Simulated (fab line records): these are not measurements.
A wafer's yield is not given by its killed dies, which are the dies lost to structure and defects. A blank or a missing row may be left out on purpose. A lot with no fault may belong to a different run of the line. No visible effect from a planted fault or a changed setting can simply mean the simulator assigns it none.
Split-lot trial || flow n5_finfet || on a route of 1938 steps: 7 lots, 21 wafers read

## ON THE SPLIT
At N5_BEOL_M6_EXPOSE_08 (exposes mask M6), the setting dose_mj was moved away from the recipe's 68.25 on 7 of the 21 wafers read, by -3.4% to +6.4%. For the rest of the wafers, this setting stayed at what the recipe calls for.

## FROM THE SPLIT TO THE READING: what the file shows between them, 15 steps
- N5_BEOL_M6_PEB_09: peb time 60 s
- N5_BEOL_M6_DEVELOP_10: develop time 30 s
- N5_BEOL_M6_CD_MEAS_11: target cd 38.5 nm
- N5_BEOL_M6_DESCUM_16: chemistry O2, time 7.9 s
- N5_BEOL_M6_ETCH_61: etches SiARC in CF4, target depth 45.5 nm, time 75.8 s
- N5_BEOL_M6_ETCH_62: etches SOC in N2/H2, target depth 110 nm, overetch 22 nm, time 165 s
- N5_BEOL_M6_STRIP_68: strips in N2/H2
- N5_BEOL_M6_STRIP_67: strips in CF4
- N5_BEOL_M6_HM_OPEN_17: chemistry Cl2/BCl3, target TiN, target depth 20 nm, overetch 6 nm
- N5_BEOL_M6_STRIP_19: strips in O2
- N5_BEOL_M6_CD_MEAS_18: pitch 80 nm, target cd 40 nm
- N5_BEOL_M6_COAT_63: time 60 s, resist thk 60 nm
- N5_BEOL_M6_COAT_64: time 60 s, resist thk 12 nm
- N5_BEOL_M6_PRECLEAN_42: cleans in residue remover, time 60 s
- N5_BEOL_M6_SRD_43: time 30 s

## THE READING
cd_nm, in nm, at N5_BEOL_M6_CD_MEAS_35 (target cd 40 nm, target cd y 28 nm). Typical for fault-free wafers on this fab line: 40.4 nm, with standard deviation 0.69 nm.

{"wafer": "L080.1", "tool, chamber at the split": "arfi_scanner-02, 0", "dose_mj as run": 68.25, "against the recipe": "recipe", "cd_nm, nm": 40.6, "against lot-mates on the recipe": "-"}
{"wafer": "L080.2", "tool, chamber at the split": "arfi_scanner-02, 0", "dose_mj as run": 68.25, "against the recipe": "recipe", "cd_nm, nm": 40.5, "against lot-mates on the recipe": "-"}
{"wafer": "L080.5", "tool, chamber at the split": "arfi_scanner-02, 0", "dose_mj as run": 65.9, "against the recipe": "-3.4%", "cd_nm, nm": 38.5, "against lot-mates on the recipe": -2.0}
{"wafer": "L087.1", "tool, chamber at the split": "arfi_scanner-01, 0", "dose_mj as run": 68.25, "against the recipe": "recipe", "cd_nm, nm": 40.3, "against lot-mates on the recipe": "-"}
{"wafer": "L087.2", "tool, chamber at the split": "arfi_scanner-01, 0", "dose_mj as run": 72.61, "against the recipe": "+6.4%", "cd_nm, nm": 43.6, "against lot-mates on the recipe": "+3.3"}
{"wafer": "L087.4", "tool, chamber at the split": "arfi_scanner-01, 0", "dose_mj as run": 72.61, "against the recipe": "+6.4%", "cd_nm, nm": 44.9, "against lot-mates on the recipe": "+4.6"}
{"wafer": "L090.1", "tool, chamber at the split": "arfi_scanner-03, 0", "dose_mj as run": 69.71, "against the recipe": "+2.1%", "cd_nm, nm": 40.4, "against lot-mates on the recipe": "+0.6"}
{"wafer": "L090.5", "tool, chamber at the split": "arfi_scanner-03, 0", "dose_mj as run": 68.25, "against the recipe": "recipe", "cd_nm, nm": 39.8, "against lot-mates on the recipe": "-"}
{"wafer": "L090.6", "tool, chamber at the split": "arfi_scanner-03, 0", "dose_mj as run": 69.71, "against the recipe": "+2.1%", "cd_nm, nm": 41.2, "against lot-mates on the recipe": "+1.4"}
{"wafer": "L091.1", "tool, chamber at the split": "arfi_scanner-01, 0", "dose_mj as run": 68.25, "against the recipe": "recipe", "cd_nm, nm": 40.5, "against lot-mates on the recipe": "-"}
{"wafer": "L091.5", "tool, chamber at the split": "arfi_scanner-01, 0", "dose_mj as run": 68.25, "against the recipe": "recipe", "cd_nm, nm": 41.8, "against lot-mates on the recipe": "-"}
{"wafer": "L091.6", "tool, chamber at the split": "arfi_scanner-01, 0", "dose_mj as run": 71.58, "against the recipe": "+4.9%", "cd_nm, nm": 43.3, "against lot-mates on the recipe": "+2.1"}
{"wafer": "L093.1", "tool, chamber at the split": "arfi_scanner-01, 0", "dose_mj as run": 68.25, "against the recipe": "recipe", "cd_nm, nm": 40.4, "against lot-mates on the recipe": "-"}
{"wafer": "L093.2", "tool, chamber at the split": "arfi_scanner-01, 0", "dose_mj as run": 68.25, "against the recipe": "recipe", "cd_nm, nm": 39.8, "against lot-mates on the recipe": "-"}
{"wafer": "L093.5", "tool, chamber at the split": "arfi_scanner-01, 0", "dose_mj as run": 68.25, "against the recipe": "recipe", "cd_nm, nm": 40.7, "against lot-mates on the recipe": "-"}
{"wafer": "L095.1", "tool, chamber at the split": "arfi_scanner-03, 0", "dose_mj as run": 68.25, "against the recipe": "recipe", "cd_nm, nm": 40.7, "against lot-mates on the recipe": "-"}
{"wafer": "L095.3", "tool, chamber at the split": "arfi_scanner-03, 0", "dose_mj as run": 68.25, "against the recipe": "recipe", "cd_nm, nm": 41.0, "against lot-mates on the recipe": "-"}
{"wafer": "L095.6", "tool, chamber at the split": "arfi_scanner-03, 0", "dose_mj as run": 68.25, "against the recipe": "recipe", "cd_nm, nm": 40.3, "against lot-mates on the recipe": "-"}
{"wafer": "L096.1", "tool, chamber at the split": "arfi_scanner-01, 0", "dose_mj as run": 68.25, "against the recipe": "recipe", "cd_nm, nm": 40.9, "against lot-mates on the recipe": "-"}
{"wafer": "L096.3", "tool, chamber at the split": "arfi_scanner-01, 0", "dose_mj as run": 68.25, "against the recipe": "recipe", "cd_nm, nm": 40.4, "against lot-mates on the recipe": "-"}
{"wafer": "L096.6", "tool, chamber at the split": "arfi_scanner-01, 0", "dose_mj as run": 69.59, "against the recipe": "+2.0%", "cd_nm, nm": 40.7, "against lot-mates on the recipe": "+0.1"}

THE FIT
A straight line over all 21 wafers: cd_nm changes by +0.549 nm for each +1% of dose_mj; r = +0.91; the points scatter about the line by 0.6 nm.
The same after taking each lot's own level away (the mean of its wafers on the recipe; 21 wafers): +0.567 nm for each +1%; r = +0.94; scatter 0.49 nm.
The reading moves by 3.6 nm for the largest change in dose_mj, on that fit.
From 39.80 to 41.15 nm: that is the span of the lots' own levels, equal to 2.0 times the standard deviation above.
So the lot-to-lot level changes the slope little: the two slopes agree.
Check: +3.66 nm against its lot-mates is what the line predicts for one of the wafers moved furthest among these (+6.4%) when that wafer is left out of the fit. It came out at +3.3 nm against them.

## THE WHOLE CHAIN: every reading that the file lists as answering this split, in the file's order
{"step": "N5_BEOL_M6_CD_MEAS_11", "what it does": "target cd 38.5 nm", "reading": "cd_nm", "change (the file's fit)": "+0.458 nm for each +1% of the setting", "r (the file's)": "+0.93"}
{"step": "N5_BEOL_M6_ETCH_61", "what it does": "etches SiARC in CF4, target depth 45.5 nm, time 75.8 s", "reading": "BEOL_M6.cd_offset_nm (the simulator's own value, which no gauge read)", "change (the file's fit)": "+0.478 nm for each +1% of the setting", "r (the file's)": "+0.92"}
{"step": "N5_BEOL_M6_ETCH_62", "what it does": "etches SOC in N2/H2, target depth 110 nm, overetch 22 nm, time 165 s", "reading": "BEOL_M6.cd_offset_nm (the simulator's own value, which no gauge read)", "change (the file's fit)": "+0.504 nm for each +1% of the setting", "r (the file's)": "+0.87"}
{"step": "N5_BEOL_M6_CD_MEAS_18", "what it does": "pitch 80 nm, target cd 40 nm", "reading": "cd_nm", "change (the file's fit)": "+0.506 nm for each +1% of the setting", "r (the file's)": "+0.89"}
{"step": "N5_BEOL_M6_CD_MEAS_35", "what it does": "target cd 40 nm, target cd y 28 nm", "reading": "cd_nm", "change (the file's fit)": "+0.53 nm for each +1% of the setting", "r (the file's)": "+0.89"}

## THE FILE'S OWN FIT
cd_nm changes by +0.53 nm for each +1% of dose_mj, r = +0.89.
